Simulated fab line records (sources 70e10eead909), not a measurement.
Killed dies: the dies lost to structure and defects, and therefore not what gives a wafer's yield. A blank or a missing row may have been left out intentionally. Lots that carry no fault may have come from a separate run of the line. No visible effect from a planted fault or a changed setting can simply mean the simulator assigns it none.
Chamber matching / flow nand-harc / NHARC_A_CONTACT_ETCH_88 on rie-diel-04 has 4 sister chambers
The step etches the open film in CF4, target depth 39 nm, time 65 s. 8 wafers are shown with their chamber, then 12 later ones without.

EACH WAFER AND ITS CHAMBER
wafer=L087.4; chamber=0; showerhead-plenum-p-Torr (Torr)=1.74; drypump-motor-current-A (A)=5.9
wafer=L088.3; chamber=2; showerhead-plenum-p-Torr (Torr)=1.81; drypump-motor-current-A (A)=5.8
wafer=L091.4; chamber=1; showerhead-plenum-p-Torr (Torr)=1.75; drypump-motor-current-A (A)=5.0
wafer=L091.5; chamber=0; showerhead-plenum-p-Torr (Torr)=1.74; drypump-motor-current-A (A)=5.9
wafer=L091.6; chamber=3; showerhead-plenum-p-Torr (Torr)=1.85; drypump-motor-current-A (A)=5.4
wafer=L090.1; chamber=2; showerhead-plenum-p-Torr (Torr)=1.81; drypump-motor-current-A (A)=5.8
wafer=L090.3; chamber=3; showerhead-plenum-p-Torr (Torr)=1.84; drypump-motor-current-A (A)=5.4
wafer=L090.6; chamber=1; showerhead-plenum-p-Torr (Torr)=1.75; drypump-motor-current-A (A)=5.1

WAFERS WITHOUT THEIR CHAMBER
wafer=L092.3; showerhead-plenum-p-Torr (Torr)=1.81; drypump-motor-current-A (A)=5.8
wafer=L092.4; showerhead-plenum-p-Torr (Torr)=1.75; drypump-motor-current-A (A)=5.1
wafer=L092.6; showerhead-plenum-p-Torr (Torr)=1.81; drypump-motor-current-A (A)=5.8
wafer=L094.1; showerhead-plenum-p-Torr (Torr)=1.81; drypump-motor-current-A (A)=5.8
wafer=L094.2; showerhead-plenum-p-Torr (Torr)=1.84; drypump-motor-current-A (A)=5.4
wafer=L094.5; showerhead-plenum-p-Torr (Torr)=1.81; drypump-motor-current-A (A)=5.8
wafer=L096.1; showerhead-plenum-p-Torr (Torr)=1.84; drypump-motor-current-A (A)=5.4
wafer=L096.2; showerhead-plenum-p-Torr (Torr)=1.74; drypump-motor-current-A (A)=5.9
wafer=L096.6; showerhead-plenum-p-Torr (Torr)=1.81; drypump-motor-current-A (A)=5.8
wafer=L097.3; showerhead-plenum-p-Torr (Torr)=1.84; drypump-motor-current-A (A)=5.5
wafer=L097.4; showerhead-plenum-p-Torr (Torr)=1.74; drypump-motor-current-A (A)=5.9
wafer=L097.6; showerhead-plenum-p-Torr (Torr)=1.84; drypump-motor-current-A (A)=5.5

CHAMBER TAKEN BY EACH
wafer=L092.3; from the rows above=2; in truth=2
wafer=L092.4; from the rows above=1; in truth=1
wafer=L092.6; from the rows above=2; in truth=2
wafer=L094.1; from the rows above=2; in truth=2
wafer=L094.2; from the rows above=3; in truth=3
wafer=L094.5; from the rows above=2; in truth=2
wafer=L096.1; from the rows above=3; in truth=3
wafer=L096.2; from the rows above=0; in truth=0
wafer=L096.6; from the rows above=2; in truth=2
wafer=L097.3; from the rows above=3; in truth=3
wafer=L097.4; from the rows above=0; in truth=0
wafer=L097.6; from the rows above=3; in truth=3
Correctly placed: 12 of 12. Left unplaced by these rows: 0. 0 placed wrongly.
How it was worked out, from the rows above alone: a wafer's distance from a chamber is the root of the sum, over the readings, of the square of ((its reading less the chamber's mean) divided by the reading's scatter). The wafer belongs to the nearest chamber; if the next one is less than 2 further off, it can't be placed. Each chamber's mean is taken over the wafers shown for it. The scatter: take each reading less its chamber's mean, square it, sum over the shown wafers, divide by the number of wafers less the number of chambers, and take the root.
